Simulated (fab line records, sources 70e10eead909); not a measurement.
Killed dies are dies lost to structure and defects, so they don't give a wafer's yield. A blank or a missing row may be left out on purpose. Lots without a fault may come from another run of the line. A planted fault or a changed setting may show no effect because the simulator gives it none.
fab line records | flow nand_harc
record lots=5 wafers=15 last_day=33
route steps=1302 shown P_GATE@155
lots that met no fault: from a run of the same line without faults
start_h: hours from the record's first day to the start of the lot's first wafer shown | wait_h: hours since the lot's step before | " the same as in the row above | L1.1+2: a row that stands for several wafers | - no value, or no start given | * or withheld: withheld | < > ~ a bound
route shown NAME@n: a module of which the file shows steps, and the number in the route of the first | usual: mean/standard deviation of fault-free wafers | same: alike in all rows | chamber/n: place in a boat | sites: the reading at each site | _std_site: their standard deviation | _edge_site: outer sites' mean less inner sites' | radius_mm: how far each site lies from the wafer's centre | mask NAME#n: copy n | behind: the tool/chamber that last shaped the wafer | hold: why the lot was held/for how many hours/how that ended | device: the transistor (n, p or np) that didn't switch | end of line: the same wafers' tests at the end of the route | a step without rows: its recipe alone | killed: dies lost to structure and defects at the first sort, not the wafer's yield | map: a wafer's dies, x killed, . not, _ none there
set.NAME: the setting as run; set.NAME@STEP: as run at that earlier step | model.NAME: the simulator's own value behind a step, which no gauge read
lots at some steps of the route; a table a step, a row a wafer
services: from which hour (start_h, from the record's first day; less than 0 if before it) a tool's chamber was out of use, for how many hours, and why
## steps
# step NHARC_P_GATE_ALD_36
# recipe target_thk_a=200 pulse_time_s=60 ald_cycles=223 temp_c=400 material=SiNx
# usual heater_power_w=775/70 precursor_pulse_height_rel=1.001/0.022
# columns lot.wafer tool chamber start_h wait_h heater_power_w precursor_pulse_height_rel
L758.3 ald_sin-03 3 199.55 - 830 1.013
L758.5 " 0 200.61 - 847 1.003
L758.6 " 1 201.67 - 807 1.010
L760.2 ald_sin-04 3 209.75 - 699 0.960
L760.4 " 0 210.81 - 835 0.976
L760.5 " 2 212.92 - 792 1.027
L761.3 ald_sin-03 1 215.63 - 805 0.994
L761.2 " 3 217.75 - 838 1.005
L761.4 " 0 218.81 - 826 0.956
L771.3 ald_sin-01 3 320.35 - 916 1.031
L771.6 " 3 324.55 - 914 0.994
L771.5 " 0 325.60 - 771 0.992
L772.2 ald_sin-04 2 320.90 - 836 1.012
L772.1 " 3 321.96 - 755 0.992
L772.3 " 0 323.02 - 798 1.015
# step NHARC_P_GATE_ETCHBACK_37
# recipe target_depth_a=345 time_s=17.2 chf3_flow_sccm=50 o2_flow_sccm=10 ar_flow_sccm=200 rf_w=500 bias_w=200 chemistry=CHF3/O2
# usual drypump_motor_current_A=5.8/0.55 oes_product_au=0.95/0.035 rf_vpp_V=371.1/2.6 showerhead_plenum_p_Torr=2.43/0.11 throttle_valve_pct=20.572/0.0091
# columns lot.wafer tool chamber start_h wait_h drypump_motor_current_A oes_product_au rf_hours_counter_h rf_vpp_V showerhead_plenum_p_Torr throttle_valve_pct
L758.3 rie_diel-13 3 - - 6.2 0.92 2 371.2 2.34 20.582
L758.6 " 1 " " 4.9 0.93 - 373.8 2.55 20.584
L758.5 " 2 " " 6.5 0.94 - 371.1 2.52 20.572
L760.2 rie_diel-13 3 - - 6.2 0.94 3 369.6 2.34 20.583
L760.4 " 0 " " 5.7 0.92 3 370.3 2.39 20.590
L760.5 " 2 " " 6.5 0.93 - 373.5 2.52 20.573
L761.3 rie_diel-07 0 - - 6.5 0.91 5 368.6 2.34 20.562
L761.2 " 1 " " 5.0 0.92 4 373.4 2.53 20.565
L761.4 " 2 " " 5.6 0.94 3 366.0 2.24 20.573
L771.3 rie_diel-07 1 - - 5.0 0.92 2 373.1 2.52 20.563
L771.6 " 3 " " 5.6 0.91 - 370.4 2.35 20.582
L771.5 " 0 " " 6.5 0.92 - 368.9 2.34 20.561
L772.2 rie_diel-13 2 - - 6.5 0.94 10 372.5 2.52 20.572
L772.3 " 3 " " 6.2 0.94 10 370.6 2.34 20.574
L772.1 " 0 " " 5.7 0.94 14 369.9 2.39 20.565
# step NHARC_P_GATE_STRIP_101
# recipe time_s=20 o2_flow_sccm=500 ar_flow_sccm=0 bias_w=0 chemistry=O2
# usual drypump_motor_current_A=5.8/0.53 oes_product_au=1.004/0.015 rf_vpp_V=57.9/0.86 showerhead_plenum_p_Torr=3.56/0.16 throttle_valve_pct=17.037/0.0098
# columns lot.wafer tool chamber start_h wait_h drypump_motor_current_A oes_product_au rf_hours_counter_h rf_vpp_V showerhead_plenum_p_Torr throttle_valve_pct
L758.3 rie_diel-13 0 206.01 0.1 5.7 1.003 2 56.4 3.51 17.049
L758.6 " 2 " " 6.6 1.025 - 59.2 3.70 17.052
L758.5 " 3 " " 6.3 1.027 - 58.7 3.44 17.032
L760.4 rie_diel-13 1 217.25 0.1 4.9 0.993 3 57.7 3.74 17.065
L760.2 " 3 " " 6.2 1.022 3 58.7 3.44 17.052
L760.5 " 2 " " 6.6 1.036 - 59.1 3.70 17.019
L761.2 rie_diel-07 2 225.27 0.1 5.7 1.008 3 57.5 3.30 17.031
L761.4 " 0 " " 6.5 0.972 5 57.6 3.44 17.050
L761.3 " 1 " " 5.0 0.987 4 58.2 3.71 17.034
L771.3 rie_diel-07 0 329.92 0.1 6.6 0.985 2 57.5 3.44 17.024
L771.5 " 1 " " 5.0 0.982 - 57.2 3.70 17.047
L771.6 " 2 " " 5.7 0.980 - 57.1 3.30 17.043
L772.1 rie_diel-13 1 330.54 0.1 4.9 1.014 15 58.4 3.73 17.017
L772.3 " 2 " " 6.6 1.017 10 57.4 3.69 17.026
L772.2 " 3 " " 6.3 1.023 10 58.6 3.43 17.035
# step NHARC_P_GATE_PRECLEAN_97
# recipe time_s=600 temp_c=120 chemistry=SPM
# step NHARC_P_GATE_SRD_98
# step NHARC_P_GATE_PRECLEAN_99
# recipe time_s=* temp_c=50 bath_age_min=0 chemistry=SC1
# step NHARC_P_GATE_SRD_100
# step NHARC_P_GATE_DEHYDRATE_38
# recipe temp_c=150 time_s=120
# step NHARC_P_GATE_HMDS_39
# recipe time_s=30
# step NHARC_P_GATE_COAT_40
# recipe spin_rpm=3000
# step NHARC_P_GATE_SOFTBAKE_41
# recipe temp_c=122 time_s=95
# step NHARC_P_GATE_EBR_42
# step NHARC_P_GATE_EXPOSE_43
# recipe na=0.6 target_cd_nm=720 dose_mj=14.81 mask_id=P_NSD
# columns lot.wafer tool chamber start_h wait_h mask
L758.3+5+6 krf_scanner-02 0 206.78 - P_NSD#0
L760.2+4+5 krf_scanner-03 0 218.02 - P_NSD_R1#0
L761.2+3+4 krf_scanner-02 0 226.04 - P_NSD#0
L771.3+5+6 krf_scanner-03 0 330.64 - P_NSD#0
L772.1+2+3 krf_scanner-02 0 331.31 - P_NSD#0
# step NHARC_P_GATE_PEB_44
# recipe peb_temp_c=118 peb_time_s=85
# step NHARC_P_GATE_DEVELOP_45
# recipe time_s=70
# step NHARC_P_GATE_CD_MEAS_46
# recipe target_cd_nm=720 landing_energy_ev=500
# usual cd_nm=719.6/2.2
# columns lot.wafer tool chamber start_h wait_h hold cd_nm
L758.3 cd_sem-01 0 206.93 - - 717.5
L758.5 " 0 " " - 718.7
L758.6 " 0 " " - 719.0
L760.2 cd_sem-03 0 218.17 - await_dispo/0.2h/release 705.3
L760.4 " 0 " " await_dispo/0.2h/release 707.3
L760.5 " 0 " " await_dispo/0.2h/release 706.5
L760.2 cd_sem-03 0 - - - 705.5
L760.4 " 0 " " - 707.4
L760.5 " 0 " " - 706.5
L761.2 cd_sem-01 0 226.20 - - 716.1
L761.3 " 0 " " - 716.3
L761.4 " 0 " " - 717.9
L771.3 cd_sem-02 0 330.79 - - 721.3
L771.5 " 0 " " - 720.9
L771.6 " 0 " " - 721.9
L772.1 cd_sem-02 0 331.47 - - 720.5
L772.2 " 0 " " - 717.0
L772.3 " 0 " " - 719.9
# step NHARC_P_GATE_DESCUM_48
# recipe time_s=3 o2_flow_sccm=200 ar_flow_sccm=0 bias_power_w=0 chemistry=O2
# usual drypump_motor_current_A=5.8/0.55 oes_product_au=1.007/0.014 rf_vpp_V=57.7/0.88 showerhead_plenum_p_Torr=1.94/0.09 throttle_valve_pct=11.311/0.0089
# columns lot.wafer tool chamber start_h wait_h drypump_motor_current_A oes_product_au rf_hours_counter_h rf_vpp_V showerhead_plenum_p_Torr throttle_valve_pct model.P_GATE.cd_nm
L758.3 rie_diel-13 2 207.11 - 6.5 1.012 2 58.0 2.01 11.307 717
L758.6 " 1 " " 4.9 1.002 - 59.0 2.04 11.307 719.7
L758.5 " 2 " " 6.6 1.017 - 56.7 2.01 11.300 718
L760.2 rie_diel-13 2 221.50 - 6.5 1.026 3 58.4 2.01 11.297 704.5
L760.4 " 3 " " 6.2 1.020 3 58.4 1.86 11.333 706
L760.5 " 0 " " 5.7 1.001 - 58.1 1.91 11.314 706.6
L761.3 rie_diel-13 0 226.76 - 5.7 1.001 4 58.8 1.90 11.322 716.3
L761.2 " 3 " " 6.3 1.026 5 56.9 1.86 11.304 715.2
L761.4 " 3 " " 6.2 1.023 - 57.7 1.86 11.311 716.9
L771.3 rie_diel-07 0 330.95 - 6.5 1.004 2 56.9 1.86 11.306 721.7
L771.5 " 0 " " 6.5 1.011 - 55.8 1.86 11.315 721.6
L771.6 " 1 " " 5.0 0.992 - 57.3 2.02 11.303 721.9
L772.2 rie_diel-01 1 331.64 - 5.2 1.028 4 57.0 2.05 11.318 716.8
L772.1 " 2 " " 5.8 0.997 4 56.0 1.86 11.319 719.6
L772.3 " 3 " " 5.9 0.998 4 57.3 1.80 11.309 719.7
# step NHARC_P_GATE_IMPLANT_49
# recipe energy_kev=30 dose_cm2=3e+15 tilt_deg=7
## services
# columns tool chamber start_h hours kind
rie_diel-01 0 185.15 2.8 repair
ald_sin-01 3 189.05 12.5 repair
rie_diel-07 0 189.96 4.2 repair
rie_diel-13 0 198.50 - clean
rie_diel-13 1 198.50 - clean
rie_diel-13 2 198.50 - clean
rie_diel-01 - 203.80 9.0 pm
ald_sin-01 - 212.35 10.0 pm
krf_scanner-03 - 224.55 4.0 pm
ald_sin-01 0 235.11 1.3 repair
rie_diel-13 3 236.14 2.6 repair
rie_diel-07 - 239.29 0.7 repair
ald_sin-04 1 253.90 3.3 repair
krf_scanner-02 - 266.00 4.0 pm
ald_sin-03 - 282.99 1.5 repair
rie_diel-07 1 285.15 4.3 repair
rie_diel-13 2 290.62 6.3 repair
rie_diel-07 - 294.21 9.0 pm
rie_diel-01 2 294.55 8.8 repair
ald_sin-01 0 301.78 13.7 repair
rie_diel-13 3 305.49 14.4 repair
rie_diel-01 - 307.05 0.8 repair
krf_scanner-03 - 314.47 0.5 repair
krf_scanner-03 - 315.08 8.4 repair
## key
first_sign step=NHARC_P_GATE_EXPOSE_43 reading=mask direction=changed
effect step=NHARC_P_GATE_CD_MEAS_46 reading=visit direction=added
effect step=NHARC_P_GATE_CD_MEAS_46 reading=cd_nm direction=down sigmas=6.1 usual=719.6 struck=706.4
model_effect step=NHARC_P_GATE_DESCUM_48 value=P_GATE.cd_nm without=719.1 struck=705.7
met_at NHARC_P_GATE_EXPOSE_43
struck_wafers L760.2,L760.4,L760.5
tester_left_out L760
fault kind=wrong_mask tool=any chamber=- onset_h=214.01 steps=NHARC_P_GATE_EXPOSE_43 aux_copy=P_NSD_R1#0 cd_offset_nm=-13.341 scope=struck_lots_only
# tester_left_out: of these lots the tester's yield and bins aren't shown, on N5 and GAA mostly nor the transistor test; their killed dies are dies lost to structure and defects alone, not to doping, threshold or leakage, so they don't give the yield
